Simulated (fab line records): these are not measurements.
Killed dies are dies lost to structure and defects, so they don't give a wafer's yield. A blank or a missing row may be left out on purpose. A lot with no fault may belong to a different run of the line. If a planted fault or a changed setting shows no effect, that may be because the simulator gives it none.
What tool caused it? + flow n5-finfet + 24 lots with 72 wafers sampled at 6 steps, on a route of 1938 steps

## WHAT EACH GAUGE READ, for each wafer
Not one reading of a measure or inspect step in the record can be checked against a usual standard deviation.

## EACH LOT AND THE TOOL THAT RAN IT (in order: tool; ch and the chambers of the sampled wafers; start)
| lot  | N5_BEOL_M1_ETCHBACK_99             | N5_BEOL_M1_PRE_CLEAN_45      | N5_BEOL_M1_ANNEAL_80         | N5_BEOL_M1_ANNEAL_89         | N5_BEOL_M1_SPUTTER_94        | N5_BEOL_M1_PRE_CLEAN_60          |
|------|------------------------------------|------------------------------|------------------------------|------------------------------|------------------------------|----------------------------------|
| L074 | rie-diel-05 ch 0,2,3, day 6 06:34  | pvd-sputter-03, day 6 07:21  | pvd-sputter-01, day 6 08:20  | pvd-sputter-01, day 6 09:00  | pvd-sputter-01, day 6 09:35  | cvd-co-01 ch 0,2, day 6 10:37    |
| L075 | rie-diel-04 ch 0,2,3, day 6 10:53  | pvd-sputter-03, day 6 12:23  | pvd-sputter-03, day 6 13:32  | pvd-sputter-03, day 6 14:11  | pvd-sputter-03, day 6 14:46  | cvd-co-02 ch 0,2, day 6 16:02    |
| L076 | rie-diel-03 ch 0,1,3, day 6 17:56  | pvd-sputter-03, day 6 18:49  | pvd-sputter-01, day 6 19:52  | pvd-sputter-01, day 6 20:32  | pvd-sputter-01, day 6 21:07  | cvd-co-02 ch 0,1,2, day 6 22:10  |
| L077 | rie-diel-05 ch 1,2,3, day 6 21:02  | pvd-sputter-02, day 6 21:52  | pvd-sputter-01, day 6 22:43  | pvd-sputter-01, day 6 23:23  | pvd-sputter-01, day 6 23:58  | cvd-co-01 ch 1,2, day 7 01:06    |
| L078 | rie-diel-03 ch 0,3, day 7 02:41    | pvd-sputter-01, day 7 03:36  | pvd-sputter-01, day 7 04:42  | pvd-sputter-01, day 7 05:22  | pvd-sputter-01, day 7 05:56  | cvd-co-02 ch 0,1, day 7 06:59    |
| L079 | rie-diel-03 ch 0,3, day 7 08:04    | pvd-sputter-03, day 7 08:55  | pvd-sputter-03, day 7 11:43  | pvd-sputter-03, day 7 12:23  | pvd-sputter-03, day 7 12:58  | cvd-co-02 ch 0,1, day 7 14:00    |
| L080 | rie-diel-04 ch 1,2,3, day 7 17:51  | pvd-sputter-01, day 7 18:55  | pvd-sputter-02, day 7 20:14  | pvd-sputter-02, day 7 20:54  | pvd-sputter-02, day 7 21:29  | cvd-co-01 ch 0,1, day 7 22:44    |
| L082 | rie-diel-04 ch 0,1,2, day 8 01:28  | pvd-sputter-01, day 8 02:05  | pvd-sputter-03, day 8 03:17  | pvd-sputter-03, day 8 03:57  | pvd-sputter-03, day 8 04:32  | cvd-co-01 ch 0, day 8 05:34      |
| L081 | rie-diel-03 ch 0,3, day 8 04:24    | pvd-sputter-03, day 8 05:19  | pvd-sputter-03, day 8 06:26  | pvd-sputter-03, day 8 07:05  | pvd-sputter-03, day 8 07:40  | cvd-co-01 ch 0, day 8 08:43      |
| L083 | rie-diel-05 ch 0,2, day 8 14:53    | pvd-sputter-03, day 8 15:42  | pvd-sputter-01, day 8 18:13  | pvd-sputter-01, day 8 18:53  | pvd-sputter-01, day 8 19:28  | cvd-co-01 ch 0, day 8 20:40      |
| L084 | rie-diel-03 ch 0,1,2, day 8 19:07  | pvd-sputter-02, day 8 20:07  | pvd-sputter-02, day 8 21:15  | pvd-sputter-02, day 8 21:55  | pvd-sputter-02, day 8 22:29  | cvd-co-02 ch 1,2, day 8 23:32    |
| L086 | rie-diel-03 ch 0,2,3, day 9 16:31  | pvd-sputter-01, day 9 17:18  | pvd-sputter-01, day 9 20:08  | pvd-sputter-01, day 9 20:48  | pvd-sputter-01, day 9 21:23  | cvd-co-01 ch 0,2, day 9 22:31    |
| L085 | rie-diel-04 ch 0,1,2, day 9 16:32  | pvd-sputter-03, day 9 17:27  | pvd-sputter-03, day 9 18:35  | pvd-sputter-03, day 9 19:15  | pvd-sputter-03, day 9 19:50  | cvd-co-01 ch 0,2, day 9 20:52    |
| L087 | rie-diel-05 ch 0,3, day 9 21:29    | pvd-sputter-03, day 9 22:20  | pvd-sputter-03, day 9 23:23  | pvd-sputter-03, day 10 00:03 | pvd-sputter-03, day 10 00:38 | cvd-co-02 ch 1,2, day 10 01:40   |
| L088 | rie-diel-04 ch 0,2,3, day 9 22:43  | pvd-sputter-01, day 10 00:04 | pvd-sputter-01, day 10 00:58 | pvd-sputter-01, day 10 01:37 | pvd-sputter-01, day 10 02:12 | cvd-co-02 ch 0,1, day 10 03:15   |
| L089 | rie-diel-05 ch 0,1,3, day 10 07:17 | pvd-sputter-01, day 10 08:02 | pvd-sputter-02, day 10 09:10 | pvd-sputter-02, day 10 09:50 | pvd-sputter-02, day 10 10:25 | cvd-co-01 ch 0,1,2, day 10 11:28 |
| L091 | rie-diel-04 ch 0,1,3, day 10 07:25 | pvd-sputter-01, day 10 08:07 | pvd-sputter-03, day 10 10:40 | pvd-sputter-03, day 10 11:19 | pvd-sputter-03, day 10 11:54 | cvd-co-02 ch 0,2, day 10 13:02   |
| L090 | rie-diel-03 ch 1,2,3, day 10 10:11 | pvd-sputter-02, day 10 11:15 | pvd-sputter-02, day 10 12:25 | pvd-sputter-02, day 10 13:05 | pvd-sputter-02, day 10 13:40 | cvd-co-02 ch 0,1,2, day 10 15:05 |
| L092 | rie-diel-04 ch 0,2,3, day 10 20:29 | pvd-sputter-02, day 10 21:15 | pvd-sputter-02, day 10 22:07 | pvd-sputter-02, day 10 22:47 | pvd-sputter-02, day 10 23:22 | cvd-co-01 ch 0,2, day 11 00:24   |
| L093 | rie-diel-05 ch 1,2, day 11 04:31   | pvd-sputter-03, day 11 05:22 | pvd-sputter-02, day 11 06:36 | pvd-sputter-02, day 11 07:16 | pvd-sputter-02, day 11 07:50 | cvd-co-01 ch 0,1, day 11 08:53   |
| L094 | rie-diel-05 ch 0,1,3, day 11 07:37 | pvd-sputter-02, day 11 08:52 | pvd-sputter-02, day 11 10:02 | pvd-sputter-02, day 11 10:42 | pvd-sputter-02, day 11 11:17 | cvd-co-02 ch 0,2, day 11 13:34   |
| L095 | rie-diel-05 ch 0,1,3, day 11 13:03 | pvd-sputter-02, day 11 13:55 | pvd-sputter-02, day 11 14:54 | pvd-sputter-02, day 11 15:34 | pvd-sputter-02, day 11 16:08 | cvd-co-01 ch 0,2, day 11 17:31   |
| L097 | rie-diel-05 ch 2,3, day 12 02:53   | pvd-sputter-02, day 12 04:29 | pvd-sputter-02, day 12 07:56 | pvd-sputter-02, day 12 08:35 | pvd-sputter-02, day 12 09:10 | cvd-co-02 ch 0,1,2, day 12 10:40 |
| L096 | rie-diel-05 ch 0,2,3, day 12 09:03 | pvd-sputter-03, day 12 09:52 | pvd-sputter-01, day 12 10:51 | pvd-sputter-01, day 12 11:31 | pvd-sputter-01, day 12 12:05 | cvd-co-02 ch 1,2, day 12 13:08   |
- N5_BEOL_M1_ETCHBACK_99: etches SiO2 in CHF3, target depth 5 nm, time 10.4 s.
- N5_BEOL_M1_PRE_CLEAN_45: time 30 s.
- N5_BEOL_M1_ANNEAL_80: time 240 s.
- N5_BEOL_M1_ANNEAL_89: time 240 s.
- N5_BEOL_M1_SPUTTER_94: material Cu, target thk 4.5 nm, time 8.29 s.
- N5_BEOL_M1_PRE_CLEAN_60: time 15 s.

## AS READ BY THE TOOLS THEMSELVES (means over the sampled wafers that have a number; for cases with no such wafer, the mark the record gives instead)
N5_BEOL_M1_ETCHBACK_99. Usual: drypump-motor-current-A 5.9 A, standard deviation 0.41; oes-product-au 0.76 a.u., standard deviation 0.061; rf-vpp-V 241.1 V, standard deviation 1.7; showerhead-plenum-p-Torr 2.18 Torr, standard deviation 0.056; throttle-valve-pct 17.11 %, standard deviation 0.15.
| lot  | tool        | drypump-motor-current-A (A) | oes-product-au (a.u.) | rf-vpp-V (V) | showerhead-plenum-p-Torr (Torr) | throttle-valve-pct (%) | flag |
|------|-------------|-----------------------------|-----------------------|--------------|---------------------------------|------------------------|------|
| L074 | rie-diel-05 | 5.5                         | 0.81                  | 242.0        | 2.23                            | 17.17                  |      |
| L075 | rie-diel-04 | 6.2                         | 0.77                  | 239.8        | 2.19                            | 16.93                  |      |
| L076 | rie-diel-03 | 6.0                         | 0.79                  | 241.8        | 2.12                            | 17.04                  |      |
| L077 | rie-diel-05 | 5.7                         | 0.79                  | 242.0        | 2.25                            | 17.13                  |      |
| L078 | rie-diel-03 | 5.9                         | 0.71                  | 243.0        | 2.14                            | 17.15                  |      |
| L079 | rie-diel-03 | 5.8                         | 0.72                  | 242.4        | 2.14                            | 17.16                  |      |
| L080 | rie-diel-04 | 6.4                         | 0.74                  | 240.0        | 2.14                            | 17.08                  |      |
| L082 | rie-diel-04 | 6.0                         | 0.78                  | 242.1        | 2.18                            | 17.01                  |      |
| L081 | rie-diel-03 | 5.9                         | 0.71                  | 242.7        | 2.13                            | 17.17                  |      |
| L083 | rie-diel-05 | 5.5                         | 0.75                  | 241.0        | 2.20                            | 17.29                  |      |
| L084 | rie-diel-03 | 5.9                         | 0.78                  | 240.1        | 2.12                            | 16.95                  |      |
| L086 | rie-diel-03 | 5.8                         | 0.72                  | 241.2        | 2.13                            | 17.09                  |      |
| L085 | rie-diel-04 | 6.0                         | 0.77                  | 241.4        | 2.18                            | 17.03                  |      |
| L087 | rie-diel-05 | 5.5                         | 0.82                  | 242.5        | 2.24                            | 17.13                  |      |
| L088 | rie-diel-04 | 6.1                         | 0.75                  | 241.0        | 2.18                            | 16.97                  |      |
| L089 | rie-diel-05 | 5.6                         | 0.79                  | 240.6        | 2.23                            | 17.17                  |      |
| L091 | rie-diel-04 | 6.0                         | 0.76                  | 240.8        | 2.18                            | 17.05                  |      |
| L090 | rie-diel-03 | 5.7                         | 0.76                  | 241.6        | 2.12                            | 17.01                  |      |
| L092 | rie-diel-04 | 6.1                         | 0.75                  | 239.8        | 2.18                            | 16.98                  |      |
| L093 | rie-diel-05 | 5.7                         | 0.71                  | 241.5        | 2.22                            | 17.27                  |      |
| L094 | rie-diel-05 | 5.6                         | 0.77                  | 241.2        | 2.22                            | 17.19                  |      |
| L095 | rie-diel-05 | 5.6                         | 0.78                  | 240.7        | 2.22                            | 17.19                  |      |
| L097 | rie-diel-05 | 5.7                         | 0.78                  | 242.7        | 2.24                            | 17.15                  |      |
| L096 | rie-diel-05 | 5.6                         | 0.76                  | 242.3        | 2.21                            | 17.24                  |      |

N5_BEOL_M1_PRE_CLEAN_45. Usual: heater-power-w at 338 W, with a standard deviation of 38.
| lot  | tool           | heater-power-w (W) | flag |
|------|----------------|--------------------|------|
| L074 | pvd-sputter-03 | 331                |      |
| L075 | pvd-sputter-03 | 326                |      |
| L076 | pvd-sputter-03 | 372                |      |
| L077 | pvd-sputter-02 | 336                |      |
| L078 | pvd-sputter-01 | 322                |      |
| L079 | pvd-sputter-03 | 344                |      |
| L080 | pvd-sputter-01 | 323                |      |
| L082 | pvd-sputter-01 | 312                |      |
| L081 | pvd-sputter-03 | 374                |      |
| L083 | pvd-sputter-03 | 345                |      |
| L084 | pvd-sputter-02 | 333                |      |
| L086 | pvd-sputter-01 | 350                |      |
| L085 | pvd-sputter-03 | 384                |      |
| L087 | pvd-sputter-03 | 349                |      |
| L088 | pvd-sputter-01 | 322                |      |
| L089 | pvd-sputter-01 | 300                |      |
| L091 | pvd-sputter-01 | 328                |      |
| L090 | pvd-sputter-02 | 333                |      |
| L092 | pvd-sputter-02 | 326                |      |
| L093 | pvd-sputter-03 | 340                |      |
| L094 | pvd-sputter-02 | 326                |      |
| L095 | pvd-sputter-02 | 348                |      |
| L097 | pvd-sputter-02 | 318                |      |
| L096 | pvd-sputter-03 | 381                |      |

N5_BEOL_M1_ANNEAL_80. Usual: heater-power-w at 844 W, with a standard deviation of 88.
| lot  | tool           | heater-power-w (W) | flag |
|------|----------------|--------------------|------|
| L074 | pvd-sputter-01 | 807                |      |
| L075 | pvd-sputter-03 | 935                |      |
| L076 | pvd-sputter-01 | 802                |      |
| L077 | pvd-sputter-01 | 748                |      |
| L078 | pvd-sputter-01 | 757                |      |
| L079 | pvd-sputter-03 | 786                |      |
| L080 | pvd-sputter-02 | 836                |      |
| L082 | pvd-sputter-03 | 877                |      |
| L081 | pvd-sputter-03 | 972                |      |
| L083 | pvd-sputter-01 | 808                |      |
| L084 | pvd-sputter-02 | 836                |      |
| L086 | pvd-sputter-01 | 827                |      |
| L085 | pvd-sputter-03 | 924                |      |
| L087 | pvd-sputter-03 | 850                |      |
| L088 | pvd-sputter-01 | 857                |      |
| L089 | pvd-sputter-02 | 822                |      |
| L091 | pvd-sputter-03 | 950                |      |
| L090 | pvd-sputter-02 | 811                |      |
| L092 | pvd-sputter-02 | 835                |      |
| L093 | pvd-sputter-02 | 834                |      |
| L094 | pvd-sputter-02 | 834                |      |
| L095 | pvd-sputter-02 | 850                |      |
| L097 | pvd-sputter-02 | 834                |      |
| L096 | pvd-sputter-01 | 813                |      |

N5_BEOL_M1_ANNEAL_89. Usual: heater-power-w at 844 W, with a standard deviation of 89.
| lot  | tool           | heater-power-w (W) | flag |
|------|----------------|--------------------|------|
| L074 | pvd-sputter-01 | 818                |      |
| L075 | pvd-sputter-03 | 954                |      |
| L076 | pvd-sputter-01 | 811                |      |
| L077 | pvd-sputter-01 | 742                |      |
| L078 | pvd-sputter-01 | 746                |      |
| L079 | pvd-sputter-03 | 784                |      |
| L080 | pvd-sputter-02 | 828                |      |
| L082 | pvd-sputter-03 | 884                |      |
| L081 | pvd-sputter-03 | 969                |      |
| L083 | pvd-sputter-01 | 803                |      |
| L084 | pvd-sputter-02 | 838                |      |
| L086 | pvd-sputter-01 | 816                |      |
| L085 | pvd-sputter-03 | 915                |      |
| L087 | pvd-sputter-03 | 854                |      |
| L088 | pvd-sputter-01 | 848                |      |
| L089 | pvd-sputter-02 | 819                |      |
| L091 | pvd-sputter-03 | 934                |      |
| L090 | pvd-sputter-02 | 839                |      |
| L092 | pvd-sputter-02 | 844                |      |
| L093 | pvd-sputter-02 | 822                |      |
| L094 | pvd-sputter-02 | 834                |      |
| L095 | pvd-sputter-02 | 846                |      |
| L097 | pvd-sputter-02 | 846                |      |
| L096 | pvd-sputter-01 | 833                |      |

N5_BEOL_M1_SPUTTER_94. Usual: throttle-valve-pct at 29.6 %, with a standard deviation of 0.98.
| lot  | tool           | throttle-valve-pct (%) | flag |
|------|----------------|------------------------|------|
| L074 | pvd-sputter-01 | 29.4                   |      |
| L075 | pvd-sputter-03 | 30.3                   |      |
| L076 | pvd-sputter-01 | 29.4                   |      |
| L077 | pvd-sputter-01 | 29.6                   |      |
| L078 | pvd-sputter-01 | 29.3                   |      |
| L079 | pvd-sputter-03 | 29.8                   |      |
| L080 | pvd-sputter-02 | 28.9                   |      |
| L082 | pvd-sputter-03 | 30.5                   |      |
| L081 | pvd-sputter-03 | 31.1                   |      |
| L083 | pvd-sputter-01 | 29.4                   |      |
| L084 | pvd-sputter-02 | 28.8                   |      |
| L086 | pvd-sputter-01 | 30.0                   |      |
| L085 | pvd-sputter-03 | 29.2                   |      |
| L087 | pvd-sputter-03 | 29.6                   |      |
| L088 | pvd-sputter-01 | 29.2                   |      |
| L089 | pvd-sputter-02 | 29.6                   |      |
| L091 | pvd-sputter-03 | 30.3                   |      |
| L090 | pvd-sputter-02 | 28.9                   |      |
| L092 | pvd-sputter-02 | 28.7                   |      |
| L093 | pvd-sputter-02 | 29.4                   |      |
| L094 | pvd-sputter-02 | 28.8                   |      |
| L095 | pvd-sputter-02 | 28.7                   |      |
| L097 | pvd-sputter-02 | 28.8                   |      |
| L096 | pvd-sputter-01 | 30.0                   |      |

N5_BEOL_M1_PRE_CLEAN_60. Usual: heater-power-w at 81 W, with a standard deviation of 5.4.
| lot  | tool      | heater-power-w (W) | flag |
|------|-----------|--------------------|------|
| L074 | cvd-co-01 | 81                 |      |
| L075 | cvd-co-02 | 81                 |      |
| L076 | cvd-co-02 | 81                 |      |
| L077 | cvd-co-01 | 83                 |      |
| L078 | cvd-co-02 | 82                 |      |
| L079 | cvd-co-02 | 78                 |      |
| L080 | cvd-co-01 | 78                 |      |
| L082 | cvd-co-01 | 74                 |      |
| L081 | cvd-co-01 | 75                 |      |
| L083 | cvd-co-01 | 74                 |      |
| L084 | cvd-co-02 | 87                 |      |
| L086 | cvd-co-01 | 78                 |      |
| L085 | cvd-co-01 | 79                 |      |
| L087 | cvd-co-02 | 87                 |      |
| L088 | cvd-co-02 | 82                 |      |
| L089 | cvd-co-01 | 82                 |      |
| L091 | cvd-co-02 | 82                 |      |
| L090 | cvd-co-02 | 82                 |      |
| L092 | cvd-co-01 | 82                 |      |
| L093 | cvd-co-01 | 80                 |      |
| L094 | cvd-co-02 | 77                 |      |
| L095 | cvd-co-01 | 80                 |      |
| L097 | cvd-co-02 | 82                 |      |
| L096 | cvd-co-02 | 86                 |      |

## THE ANSWER, worked out from the rows above alone
Rule: take the mean of a lot's wafers that have a number; if it is more than 3 standard deviations from the usual mean, the lot is off. Also off: a lot with no number at a reading for which 4 or more lots have one. Where the step has rows for the other lots, those lots are counted as sound. The gauges are gone through in route order, then the tools' own readings, and for those a lot's mean is taken as printed above. At the first step where some lot is off, the reading lying furthest off is the one used; lots without a number count as furthest.
No lot is off on any of the readings shown, so nothing can be concluded from this.

## WHAT THE SIMULATOR PUT IN
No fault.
